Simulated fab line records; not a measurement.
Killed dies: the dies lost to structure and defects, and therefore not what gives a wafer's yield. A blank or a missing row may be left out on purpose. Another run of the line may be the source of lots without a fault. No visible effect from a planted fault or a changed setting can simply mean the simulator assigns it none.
fab line records ; flow n5Finfet
record lots=5; wafers=15; lastDay=17
route steps=1938 shown BEOL_M14@1751 PASSIVATION@1936
lots untouched by any fault: they come from a run of this same line in which no faults occurred
startH: start of the lot's first displayed wafer, in hours after the record's first day ; waitH: hours since the lot's step before ; " as in the row above ; L1.1+2: a row that stands for several wafers ; - value missing, or start not given ; * or withheld: withheld ; < > ~ a bound
route shown NAME@n: NAME is a module with steps in the file, n the number in the route of the first one ; usual: mean/standard deviation taken from wafers without a fault ; same: alike in all rows ; chamber/n: place in a boat ; sites: the reading at each site ; _std_site: how widely they spread, as a standard deviation ; _edge_site: mean of outer sites minus mean of inner sites ; radiusMm: for every site, how far away it sits from the centre of the wafer ; mask NAME#n: copy n ; behind: tool/chamber where the wafer was last shaped ; hold: what put the lot on hold/how long, in hours/how the hold closed ; device: whichever transistor did not switch (one of n, p or np) ; end of line: the same wafers' tests at the end of the route ; step lacking rows: just its recipe ; killed: at the first sort, the dies lost to defects and structure; wafer yield is something else ; map: the dies of a wafer, with x for killed, . for not killed, _ for no die there
set.NAME: the setting as run; set.NAME@STEP: as run at that earlier step ; model.NAME: the simulator's own value behind a step, which no gauge read
lots seen at some steps along the route; tables by step, rows by wafer
services: from which hour (startH, from the record's first day; less than 0 if before it) a tool's chamber was out of use, for how many hours, and why
## steps
# step N5_BEOL_M14_ETCH_68
# recipe chemistry=N2/H2; target=SOC; maskMaterial=SiARC; sourceW=3000; biasW=350; tempC=40; timeS=450; ionEnergyEv=200; pressureMtorr=30; n2FlowSccm=200; h2FlowSccm=200
# step N5_BEOL_M14_STRIP_69
# recipe chemistry=N2/H2; tempC=40; n2FlowSccm=200; h2FlowSccm=200; rfFrequencyHz=6e+07
# step N5_BEOL_M14_TRENCH_ETCH_34
# recipe chemistry=C4F8/O2/Ar; target=SiO2; targetDepthA=5566.5; maskMaterial=SOC; heInnerTorr=15; heOuterTorr=30; timeS=126.9; ionEnergyEv=800; pressureMtorr=20; sourceW=1905; biasW=2040; Ar_flow_sccm=400; C4F8_flow_sccm=16; O2_flow_sccm=12
# usual chamberPressureMTorr=20.000/0.019; drypumpMotorCurrentA=5.6/0.55; oes_o_777_au=0.81/0.067; oesProductAu=0.80/0.069; rfVppV=2218/36; showerheadPlenumPTorr=3.41/0.14; throttleValvePct=30.85/0.22
lot.wafer;tool;chamber;startH;waitH;chamberPressureMTorr;drypumpMotorCurrentA;oes_o_777_au;oesProductAu;rfHoursCounterH;rfVppV;showerheadPlenumPTorr;throttleValvePct
L746.2;rieDiel-03;2;266.62;0.0;20.019;4.8;0.89;0.87;47;2250;3.37;30.67
L746.3;rieDiel-03;3;266.62;0.0;19.979;5.5;0.72;0.69;195;2224;3.17;31.03
L746.5;rieDiel-03;3;266.62;0.0;20.000;5.5;0.71;0.69;-;2224;3.17;31.03
L751.1;rieDiel-04;1;300.39;0.0;20.005;6.1;0.82;0.83;99;2246;3.58;30.46
L751.2;rieDiel-04;0;300.39;0.0;20.007;6.5;0.76;0.77;132;2235;3.60;30.90
L751.6;rieDiel-04;2;300.39;0.0;19.995;5.8;0.91;0.90;-;2267;3.39;30.59
L755.2;rieDiel-05;0;334.68;0.0;20.018;5.2;0.71;0.72;191;2193;3.29;30.66
L755.5;rieDiel-05;0;334.68;0.0;20.039;5.2;0.71;0.72;-;2192;3.29;30.67
L755.6;rieDiel-05;1;334.68;0.0;20.013;5.8;0.77;0.78;-;2166;3.31;31.17
L763.1;rieDiel-04;2;383.69;0.0;20.015;5.8;0.85;0.86;60;2268;3.37;30.61
L763.2;rieDiel-04;3;383.69;0.0;20.000;6.0;0.85;0.84;87;2166;3.59;31.05
L763.6;rieDiel-04;2;383.69;0.0;20.024;5.7;0.85;0.85;-;2267;3.37;30.60
L767.1;rieDiel-03;2;384.54;0.0;20.004;4.8;0.84;0.83;88;2249;3.34;30.73
L767.5;rieDiel-03;0;384.54;0.0;20.000;5.3;0.79;0.76;-;2210;3.30;31.03
L767.6;rieDiel-03;1;384.54;0.0;20.013;6.3;0.89;0.89;-;2175;3.48;30.98
# step N5_BEOL_M14_STRIP_70
# recipe chemistry=C4F8/O2/Ar; resist=SiARC; rfFrequencyHz=6e+07
# step N5_BEOL_M14_OCD_MEAS_35
# usual trenchDepthNm=559/12
lot.wafer;tool;chamber;startH;waitH;trenchDepthNm
L746.2;ocd-02;-;266.78;0.0;550
L746.3;ocd-02;-;266.78;0.0;529
L746.5;ocd-02;-;266.78;0.0;525
L751.1;ocd-01;-;300.55;0.0;569
L751.2;ocd-01;-;300.55;0.0;557
L751.6;ocd-01;-;300.55;0.0;557
L755.2;ocd-01;-;334.84;0.0;554
L755.5;ocd-01;-;334.84;0.0;550
L755.6;ocd-01;-;334.84;0.0;569
L763.1;ocd-02;-;383.84;0.0;561
L763.2;ocd-02;-;383.84;0.0;576
L763.6;ocd-02;-;383.84;0.0;559
L767.1;ocd-02;-;384.69;0.0;565
L767.5;ocd-02;-;384.69;0.0;556
L767.6;ocd-02;-;384.69;0.0;567
# step N5_BEOL_M14_STRIP_37
# recipe chemistry=O2; powerW=600; tempC=60; pressureMtorr=30; rfFrequencyHz=6e+07; biasPowerW=0; overashFraction=0.3; o2FlowSccm=225
# usual chamberPressureMTorr=30.01/0.06; drypumpMotorCurrentA=5.6/0.57; o2FlowSccm=225.0/0.68; oesProductAu=0.78/0.07; rfVppV=3.6/1.1; showerheadPlenumPTorr=2.06/0.086; throttleValvePct=16.73/0.19
# same biasPowerW=0
lot.wafer;tool;chamber;startH;waitH;chamberPressureMTorr;drypumpMotorCurrentA;o2FlowSccm;oesProductAu;rfHoursCounterH;rfVppV;showerheadPlenumPTorr;throttleValvePct
L746.2;rieDiel-04;1;267.52;0.7;30.03;6.1;224.4;0.83;86;2.8;2.22;16.47
L746.3;rieDiel-04;2;267.52;0.7;30.13;5.7;226.2;0.95;15;2.2;2.07;16.27
L746.5;rieDiel-04;0;267.52;0.7;29.93;6.5;224.5;0.76;-;5.6;2.19;16.56
L751.1;rieDiel-04;1;301.85;1.3;29.98;6.1;223.5;0.81;100;5.0;2.21;16.55
L751.2;rieDiel-04;0;301.85;1.3;30.00;6.5;226.2;0.75;132;4.5;2.18;16.54
L751.6;rieDiel-04;0;301.85;1.3;30.08;6.5;225.0;0.73;-;2.2;2.18;16.59
L755.2;rieDiel-04;2;335.61;0.8;30.04;5.7;226.3;0.88;43;4.5;2.06;16.31
L755.5;rieDiel-04;0;335.61;0.8;29.93;6.5;225.2;0.74;-;3.2;2.18;16.57
L755.6;rieDiel-04;1;335.61;0.8;30.13;6.1;225.2;0.80;-;3.9;2.21;16.55
L763.1;rieDiel-05;2;388.29;4.4;29.99;5.9;222.8;0.73;175;2.4;2.08;17.03
L763.2;rieDiel-05;3;388.29;4.4;30.12;4.7;224.7;0.72;146;3.7;2.03;16.95
L763.6;rieDiel-05;0;388.29;4.4;30.01;5.2;224.7;0.70;-;2.3;1.99;16.64
L767.1;rieDiel-05;0;388.71;4.0;30.00;5.1;224.0;0.70;212;3.8;1.99;16.62
L767.5;rieDiel-05;0;388.71;4.0;29.97;5.2;224.4;0.71;-;3.5;1.99;16.61
L767.6;rieDiel-05;1;388.71;4.0;30.02;5.9;224.9;0.76;-;2.5;1.99;16.88
# step N5_BEOL_M14_ETCH_38
# recipe chemistry=CF4/N2; target=SiCN; targetDepthA=1065; taperDeg=2; timeS=120.6; ionEnergyEv=150; maskMaterial=SiO2; pressureMtorr=40; sourceW=430; biasW=70; Ar_flow_sccm=100; cf4FlowSccm=60; n2FlowSccm=60
# step N5_BEOL_M14_PRECLEAN_39
# recipe chemistry=residueRemover; timeS=60; tempC=40
# step N5_BEOL_M14_SRD_40
# recipe timeS=30; tempC=23; rinseLiquid=diw; dry=n2Spin; spinRpm=1500; dryTimeS=30
# step N5_BEOL_M14_DEGAS_41
# recipe ambient=vacuum; tempC=300; timeS=60
# usual heaterPowerW=453/54
lot.wafer;tool;chamber;startH;waitH;heaterPowerW
L746.2;pvdSputter-02;-;268.46;0.7;433
L746.3;pvdSputter-02;-;268.46;0.7;521
L746.5;pvdSputter-02;-;268.46;0.7;459
L751.1;pvdSputter-02;-;302.24;0.2;540
L751.2;pvdSputter-02;-;302.24;0.2;468
L751.6;pvdSputter-02;-;302.24;0.2;380
L755.2;pvdSputter-02;-;336.05;0.2;376
L755.5;pvdSputter-02;-;336.05;0.2;424
L755.6;pvdSputter-02;-;336.05;0.2;467
L763.1;pvdSputter-01;-;388.89;0.4;555
L763.2;pvdSputter-01;-;388.89;0.4;503
L763.6;pvdSputter-01;-;388.89;0.4;557
L767.1;pvdSputter-01;-;389.29;0.3;403
L767.5;pvdSputter-01;-;389.29;0.3;430
L767.6;pvdSputter-01;-;389.29;0.3;399
# step N5_BEOL_M14_PRE_CLEAN_42
# recipe gas=H2/He; timeS=30; tempC=300
# usual heaterPowerW=454/55
lot.wafer;tool;chamber;startH;waitH;heaterPowerW
L746.2;pvdSputter-02;-;268.50;0.0;421
L746.3;pvdSputter-02;-;268.50;0.0;538
L746.5;pvdSputter-02;-;268.50;0.0;463
L751.1;pvdSputter-02;-;302.28;0.0;530
L751.2;pvdSputter-02;-;302.28;0.0;460
L751.6;pvdSputter-02;-;302.28;0.0;380
L755.2;pvdSputter-02;-;336.09;0.0;383
L755.5;pvdSputter-02;-;336.09;0.0;418
L755.6;pvdSputter-02;-;336.09;0.0;455
L763.1;pvdSputter-01;-;388.93;0.0;560
L763.2;pvdSputter-01;-;388.93;0.0;492
L763.6;pvdSputter-01;-;388.93;0.0;547
L767.1;pvdSputter-01;-;389.33;0.0;407
L767.5;pvdSputter-01;-;389.33;0.0;432
L767.6;pvdSputter-01;-;389.33;0.0;409
# step N5_BEOL_M14_SPUTTER_43
# recipe material=TaN; targetThkA=150; tempC=50; biasV=168.6; powerW=15000; chamberPressurePa=0.12; timeS=24.19
# step N5_BEOL_M14_SPUTTER_44
# recipe material=Ta; targetThkA=150; tempC=50; biasV=80; powerW=15000; chamberPressurePa=0.07; timeS=24.19
# usual substrateTempC=49.99/0.12; throttleValvePct=29.9/0.91
lot.wafer;tool;chamber;startH;waitH;substrateTempC;throttleValvePct;model.Ta_of_BEOL_M14_SPUTTER_44.thkNm
L746.2;pvdSputter-02;-;268.62;0.0;49.90;28.7;15.2
L746.3;pvdSputter-02;-;268.62;0.0;50.17;30.1;15.2
L746.5;pvdSputter-02;-;268.62;0.0;49.90;30.2;15
L751.1;pvdSputter-02;-;302.40;0.0;50.06;30.0;15.2
L751.2;pvdSputter-02;-;302.40;0.0;49.89;30.2;15
L751.6;pvdSputter-02;-;302.40;0.0;49.99;29.7;15
L755.2;pvdSputter-02;-;336.21;0.0;50.08;30.0;15
L755.5;pvdSputter-02;-;336.21;0.0;50.00;28.7;15
L755.6;pvdSputter-02;-;336.21;0.0;49.79;30.2;16.2
L763.1;pvdSputter-01;-;389.05;0.0;50.08;30.4;15.2
L763.2;pvdSputter-01;-;389.05;0.0;49.94;30.5;14.8
L763.6;pvdSputter-01;-;389.05;0.0;50.10;30.3;15
L767.1;pvdSputter-01;-;389.45;0.0;50.04;29.5;15
L767.5;pvdSputter-01;-;389.45;0.0;50.03;27.6;14.8
L767.6;pvdSputter-01;-;389.45;0.0;49.93;29.8;15
# step N5_BEOL_M14_SPUTTER_45
# recipe material=Cu; targetThkA=1000; tempC=-20; biasV=60; powerW=26000; chamberPressurePa=0.13; timeS=16.67
# usual substrateTempC=-19.98/0.12; throttleValvePct=29.9/0.93
lot.wafer;tool;chamber;startH;waitH;substrateTempC;throttleValvePct
L746.2;pvdSputter-02;-;268.70;0.0;-19.98;28.8
L746.3;pvdSputter-02;-;268.70;0.0;-19.93;30.2
L746.5;pvdSputter-02;-;268.70;0.0;-20.05;30.3
L751.1;pvdSputter-02;-;302.48;0.0;-19.90;30.2
L751.2;pvdSputter-02;-;302.48;0.0;-20.05;30.6
L751.6;pvdSputter-02;-;302.48;0.0;-19.90;30.0
L755.2;pvdSputter-02;-;336.29;0.0;-19.85;30.3
L755.5;pvdSputter-02;-;336.29;0.0;-19.91;28.6
L755.6;pvdSputter-02;-;336.29;0.0;-20.15;30.1
L763.1;pvdSputter-01;-;389.13;0.0;-19.88;30.2
L763.2;pvdSputter-01;-;389.13;0.0;-20.04;30.3
L763.6;pvdSputter-01;-;389.13;0.0;-20.20;30.1
L767.1;pvdSputter-01;-;389.53;0.0;-19.88;29.7
L767.5;pvdSputter-01;-;389.53;0.0;-19.89;27.2
L767.6;pvdSputter-01;-;389.53;0.0;-19.99;29.7
# step N5_PASSIVATION_PROBE_49
# usual defectLimitedYield=91.2/1.5; killed_at_M0_to_M3=34/11; killed_at_M4_up=14/5.4; killedAtContacts=12/5.9; killedAtFrontEnd=40/12; killedAtOther=4/3.3; killedDies=103/18; killedOpen=68/13; killedShort=34/7.5; sort_bin_5_function=5.1/1; sort_bin_6_memory=3.3/0.7; sort_bin_8_speed=0.03/0.27; sortNPass=1076/18; sortYieldPct=91.2/1.5
# same grossDies=1180; killedAtBackSide=0; sort_bin_4_leakage[%]=0
lot.wafer;tool;chamber;startH;waitH;defectLimitedYield[%];killed_at_M0_to_M3;killed_at_M4_up;killedAtContacts;killedAtFrontEnd;killedAtOther;killedDies;killedOpen;killedShort;sort_bin_5_function[%];sort_bin_6_memory[%];sort_bin_8_speed[%];sortNPass;sortYieldPct[%]
L746.2;prober-02;-;292.25;0.1;89.6;26;16;24;50;7;123;84;36;6.7;3.6;0;1057;89.6
L746.3;prober-02;-;292.30;0.1;91.4;20;7;22;50;2;101;68;29;4.9;3.4;0;1079;91.4
L746.5;prober-02;-;292.40;0.2;91.7;24;13;10;49;2;98;62;36;4.9;3.1;0;1082;91.7
L751.1;prober-02;-;328.27;0.0;89.9;38;15;24;34;8;119;83;35;6.4;3.2;0;1061;89.9
L751.2;prober-02;-;328.32;0.1;92.5;22;10;17;36;4;89;58;30;4.2;3.1;0;1091;92.5
L751.6;prober-02;-;328.52;0.3;92.3;28;16;22;22;3;91;58;33;4.3;3.1;0;1089;92.3
L755.2;prober-01;-;356.44;0.1;91.2;45;21;5;26;7;104;57;45;5.2;2.8;0;1076;91.2
L755.5;prober-01;-;356.59;0.2;93.9;26;12;4;28;2;72;34;38;3.2;2.6;0;1108;93.9
L755.6;prober-01;-;356.64;0.3;89.3;48;20;21;29;8;126;86;38;6.9;3.4;0;1054;89.3
L763.1;prober-01;-;414.74;0.0;89.9;59;8;9;38;5;119;71;47;5.8;4.0;0;1061;89.9
L763.2;prober-01;-;414.79;0.1;91.5;38;18;8;32;4;100;65;35;5.0;2.9;0;1080;91.5
L763.6;prober-01;-;414.99;0.3;92.6;28;17;1;37;4;87;64;23;4.1;3.1;0;1093;92.6
L767.1;prober-01;-;416.33;0.0;91.2;51;8;9;35;1;104;70;30;5.3;3.0;0.08;1076;91.2
L767.5;prober-01;-;416.53;0.2;90.3;53;15;15;28;3;114;79;34;5.8;3.8;0;1066;90.3
L767.6;prober-01;-;416.58;0.3;90.3;54;17;15;27;1;114;74;38;5.9;3.5;0;1066;90.3
# killed by level:class
L746.2 MOL_CONTACT_COAG:geometricParticle:open=18 GATE_CUT:geometricParticle:open=13 GATE_CUT:geometricParticle:short=8 BEOL_M0_SAQP:geometricParticle:open=7 BEOL_M2:geometricParticle:open=7 STI_FIN_REVEAL:geometricParticle:open=6 BEOL_M4:geometricParticle:open=6 BEOL_M5:geometricParticle:open=6
L746.3 MOL_CONTACT_COAG:geometricParticle:open=19 STI_FIN_REVEAL:geometricParticle:open=13 BEOL_M0_SAQP:geometricParticle:short=9 FIN_SAQP:geometricParticle:short=6 DUMMY_GATE:geometricParticle:open=6 GATE_CUT:geometricParticle:open=5 FIN_SAQP:geometricParticle:open=4 GATE_CUT:geometricParticle:short=4
L746.5 STI_FIN_REVEAL:geometricParticle:open=12 MOL_CONTACT_COAG:geometricParticle:open=8 FIN_SAQP:geometricParticle:short=7 GATE_CUT:geometricParticle:open=7 BEOL_M0_SAQP:geometricParticle:short=7 FIN_SAQP:geometricParticle:open=6 BEOL_M2:geometricParticle:open=5 STI_FIN_REVEAL:geometricParticle:short=4
L751.1 MOL_CONTACT_COAG:geometricParticle:open=22 BEOL_M0_SAQP:geometricParticle:open=7 BEOL_M0_SAQP:geometricParticle:short=7 STI_FIN_REVEAL:geometricParticle:open=6 DUMMY_GATE:geometricParticle:open=6 FIN_SAQP:geometricParticle:open=5 BEOL_M1:geometricParticle:open=5 BEOL_M3:geometricParticle:open=5
L751.2 MOL_CONTACT_COAG:geometricParticle:open=13 FIN_SAQP:geometricParticle:open=11 BEOL_M0_SAQP:geometricParticle:short=6 FIN_SAQP:geometricParticle:short=5 STI_FIN_REVEAL:geometricParticle:open=5 BEOL_M4:geometricParticle:open=5 MOL_CONTACT_COAG:geometricParticle:short=4 DUMMY_GATE:geometricParticle:short=3
L751.6 MOL_CONTACT_COAG:geometricParticle:open=13 MOL_CONTACT_COAG:geometricParticle:short=9 BEOL_M3:geometricParticle:open=9 BEOL_M1:geometricParticle:short=7 DUMMY_GATE:geometricParticle:open=6 BEOL_M4:geometricParticle:open=5 BEOL_M0_SAQP:geometricParticle:open=4 BEOL_M2:geometricParticle:open=4
L755.2 BEOL_M0_SAQP:geometricParticle:short=15 BEOL_M4:geometricParticle:open=11 BEOL_M0_SAQP:geometricParticle:open=9 FIN_SAQP:geometricParticle:short=7 BEOL_M2:geometricParticle:open=6 FIN_SAQP:geometricParticle:open=5 BEOL_M1:geometricParticle:open=5 BEOL_M3:geometricParticle:open=5
L755.5 FIN_SAQP:geometricParticle:short=9 BEOL_M0_SAQP:geometricParticle:short=9 FIN_SAQP:geometricParticle:open=6 BEOL_M0_SAQP:geometricParticle:open=5 BEOL_M1:geometricParticle:open=4 BEOL_M4:geometricParticle:open=4 GATE_CUT:geometricParticle:short=3 BEOL_M3:geometricParticle:short=3
L755.6 MOL_CONTACT_COAG:geometricParticle:open=17 BEOL_M0_SAQP:geometricParticle:open=15 BEOL_M0_SAQP:geometricParticle:short=11 BEOL_M4:geometricParticle:open=10 FIN_SAQP:geometricParticle:short=7 FIN_SAQP:geometricParticle:open=7 BEOL_M3:geometricParticle:open=7 BEOL_M1:geometricParticle:open=6
L763.1 BEOL_M0_SAQP:geometricParticle:open=13 BEOL_M1:geometricParticle:open=11 BEOL_M0_SAQP:geometricParticle:short=10 FIN_SAQP:geometricParticle:short=9 BEOL_M3:geometricParticle:open=9 FIN_SAQP:geometricParticle:open=8 MOL_CONTACT_COAG:geometricParticle:open=8 BEOL_M1:geometricParticle:short=7
L763.2 BEOL_M1:geometricParticle:open=11 FIN_SAQP:geometricParticle:short=9 BEOL_M0_SAQP:geometricParticle:short=7 BEOL_M3:geometricParticle:open=7 BEOL_M4:geometricParticle:open=7 MOL_CONTACT_COAG:geometricParticle:open=6 FIN_SAQP:geometricParticle:open=5 DUMMY_GATE:geometricParticle:open=5
L763.6 BEOL_M1:geometricParticle:open=13 DUMMY_GATE:geometricParticle:open=8 FIN_SAQP:geometricParticle:open=6 GATE_CUT:geometricParticle:short=6 BEOL_M4:geometricParticle:open=6 STARTING-WAFER:geometricParticle:open=6 BEOL_M7:geometricParticle:open=4 BEOL_M0_SAQP:geometricParticle:open=3
L767.1 BEOL_M0_SAQP:geometricParticle:short=13 BEOL_M0_SAQP:geometricParticle:open=11 FIN_SAQP:geometricParticle:open=10 BEOL_M3:geometricParticle:open=10 MOL_CONTACT_COAG:geometricParticle:open=8 BEOL_M2:geometricParticle:open=7 BEOL_M1:geometricParticle:open=5 STI_FIN_REVEAL:geometricParticle:open=4
L767.5 MOL_CONTACT_COAG:geometricParticle:open=13 BEOL_M2:geometricParticle:open=13 BEOL_M0_SAQP:geometricParticle:open=13 BEOL_M1:geometricParticle:open=10 BEOL_M0_SAQP:geometricParticle:short=9 FIN_SAQP:geometricParticle:short=6 BEOL_M4:geometricParticle:open=6 BEOL_M2:geometricParticle:short=5
L767.6 BEOL_M0_SAQP:geometricParticle:open=13 MOL_CONTACT_COAG:geometricParticle:open=13 BEOL_M2:geometricParticle:open=11 FIN_SAQP:geometricParticle:short=10 BEOL_M4:geometricParticle:open=10 BEOL_M0_SAQP:geometricParticle:short=9 BEOL_M3:geometricParticle:open=5 FIN_SAQP:geometricParticle:open=4
## services
tool;chamber;startH;hours;kind
rieDiel-03;1;258.58;-;clean
rieDiel-03;1;258.58;-;consumableReplace:focusRing
rieDiel-03;1;258.58;25.3;scheduledDown
rieDiel-03;1;258.58;25.3;ventCycle
pvdSputter-02;-;281.96;0.5;repair
rieDiel-03;-;282.27;14.6;pm
rieDiel-05;-;290.03;0.5;repair
rieDiel-04;-;306.33;0.4;repair
rieDiel-03;3;374.28;19.2;repair
## key
firstSign none at tools or gauges
modelEffect step=N5_BEOL_M14_SPUTTER_44; value=Ta_of_BEOL_M14_SPUTTER_44.thkNm; without=15; struck=16.2
metAt N5_BEOL_M14_SPUTTER_44
struckWafers L755.6
onsetBetween 302.40 336.21
fault kind=processParameterDrift; tool=pvdSputter-02; chamber=-; onsetH=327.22; steps=N5_BEOL_M14_SPUTTER_44; channel=timeS; offset=*; shape=step; endH=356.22; actsIn=*; stated=*; scope=struckWafersOnly
